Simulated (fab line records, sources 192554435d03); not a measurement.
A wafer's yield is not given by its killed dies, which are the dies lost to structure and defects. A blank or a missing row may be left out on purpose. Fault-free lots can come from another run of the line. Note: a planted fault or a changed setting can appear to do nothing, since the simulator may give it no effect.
Split-lot study    flow n5Finfet    21 wafers read from 7 lots, route of 1938 steps

## THE SPLIT
At N5_BEOL_M2_COAT_67 (time 60 s, resist thk 60 nm), the setting spinRpm was moved away from the recipe's 1500 rpm on 7 of the 21 wafers read, by -8.4% to +5.7%. All remaining wafers had this setting at the recipe value.

## FROM THE SPLIT TO THE READING: what the file shows between them, 11 steps
- N5_BEOL_M2_COAT_68: time 60 s, resist thk 12 nm (also split here: spinRpm)
- N5_BEOL_M2_COAT_76: time 60 s, resist thk 5 nm
- N5_BEOL_M2_COAT_22: resist thk 30 nm
- N5_BEOL_M2_DESCUM_33: chemistry O2, time 7 s
- N5_BEOL_M2_ETCH_77: etches underlayer in N2/H2, target depth 6.5 nm, time 5.2 s
- N5_BEOL_M2_ETCH_69: etches SiARC in CF4, target depth 15.6 nm, time 26 s
- N5_BEOL_M2_ALD_98: deposits SiO2, target thk 2.5 nm, pulse time 1 s, co reactant pulse time 1 s
- N5_BEOL_M2_ETCHBACK_99: etches SiO2 in CHF3, target depth 5 nm, time 10.4 s
- N5_BEOL_M2_ETCH_70: etches SOC in N2/H2, target depth 80 nm, overetch 24 nm, time 130 s
- N5_BEOL_M2_STRIP_71: strips in N2/H2
- N5_BEOL_M2_STRIP_78: strips in N2/H2

## THE READING
SOC_of_BEOL_M2_COAT_67.thkNm (the simulator's own value, which no gauge read), in nm, at N5_BEOL_M2_VIA_ETCH_34 (etches the open film in C4F6/O2, target depth 69.4 nm, time 65.9 s). The file does not state a usual value for it. Across the 14 wafers here that went through the recipe, the average is 51.9 nm and the standard deviation 0.18 nm.

wafer   tool, chamber at the split  spinRpm as run, rpm  against the recipe  SOC_of_BEOL_M2_COAT_67.thkNm, nm  against lot-mates on the recipe
L075.2  lithoTrack-02, 0            1500                 recipe              51.8                              -
L075.3  lithoTrack-02, 0            1431                 -4.6%               53.4                              +1.4
L075.6  lithoTrack-02, 0            1500                 recipe              52.2                              -
L074.2  lithoTrack-03, 0            1500                 recipe              52.2                              -
L074.3  lithoTrack-03, 0            1442                 -3.9%               53.2                              +1.2
L074.4  lithoTrack-03, 0            1500                 recipe              51.8                              -
L077.1  lithoTrack-03, 0            1585                 +5.7%               50.4                              no lot-mate on the recipe
L077.5  lithoTrack-03, 0            1585                 +5.7%               50.6                              no lot-mate on the recipe
L077.6  lithoTrack-03, 0            1585                 +5.7%               51                                no lot-mate on the recipe
L078.1  lithoTrack-02, 0            1500                 recipe              52                                -
L078.3  lithoTrack-02, 0            1500                 recipe              52                                -
L078.6  lithoTrack-02, 0            1500                 recipe              52                                -
L088.2  lithoTrack-02, 0            1500                 recipe              51.8                              -
L088.4  lithoTrack-02, 0            1454                 -3.1%               52.6                              +0.9
L088.5  lithoTrack-02, 0            1500                 recipe              51.6                              -
L095.1  lithoTrack-02, 0            1500                 recipe              51.6                              -
L095.3  lithoTrack-02, 0            1500                 recipe              52                                -
L095.5  lithoTrack-02, 0            1500                 recipe              51.8                              -
L096.1  lithoTrack-01, 0            1500                 recipe              51.8                              -
L096.5  lithoTrack-01, 0            1500                 recipe              51.8                              -
L096.3  lithoTrack-01, 0            1374                 -8.4%               54.6                              +2.8

THE FIT
A straight line over all 21 wafers: SOC_of_BEOL_M2_COAT_67.thkNm changes by -0.271 nm for each +1% of spinRpm; r = -0.97; the points scatter about the line by 0.24 nm.
The same after taking each lot's own level away (the mean of its wafers on the recipe; 18 wafers): -0.323 nm for each +1%; r = -0.99; scatter 0.13 nm.
On that fit, the largest move of spinRpm shifts the reading by 2.7 nm.
Across the lots, their own levels run from 51.70 to 52.00 nm, a range of 1.7 times the standard deviation given above.
Hence the slope depends on the lot-to-lot level, as the two fits are not the same.
Check: with one of the wafers moved furthest among these (-8.4%) left out of the fit, the line predicts +2.55 nm for it against its lot-mates. Against them it came out at +2.8 nm.

## OTHER SPLITS APPLIED TO THESE WAFERS
Before the reading, these wafers also passed through other splits. Each is held against what the fit with the lots' levels taken away leaves over:
other split on the same wafers   wafers away from the commonest value  r with SOC_of_BEOL_M2_COAT_67.thkNm (lot level and that fit taken away)
N5_BEOL_M0_SAQP_DESCUM_45 timeS  7                                     +0.37
N5_BEOL_M1_COAT_05 spinRpm       9                                     -0.01
N5_BEOL_M1_ETCH_64 timeS         10                                    -0.34
N5_BEOL_M2_COAT_68 spinRpm       6                                     -0.01

## THE WHOLE CHAIN: every reading that the file lists as answering this split, in the file's order
step                    what it does                                                         reading                                                                        change (the file's fit)                r (the file's)
N5_BEOL_M2_COAT_67      time 60 s, resist thk 60 nm                                          SOC_of_BEOL_M2_COAT_67.thkNm (the simulator's own value, which no gauge read)  -0.308 nm for each +1% of the setting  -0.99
N5_BEOL_M2_ETCH_70      etches SOC in N2/H2, target depth 80 nm, overetch 24 nm, time 130 s  etch.depthNm (the simulator's own value, which no gauge read)                  -0.313 nm for each +1% of the setting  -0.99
N5_BEOL_M2_VIA_ETCH_34  etches the open film in C4F6/O2, target depth 69.4 nm, time 65.9 s   SOC_of_BEOL_M2_COAT_67.thkNm (the simulator's own value, which no gauge read)  -0.322 nm for each +1% of the setting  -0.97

## FILE'S OWN FIT
SOC_of_BEOL_M2_COAT_67.thkNm changes by -0.322 nm for each +1% of spinRpm, r = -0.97.
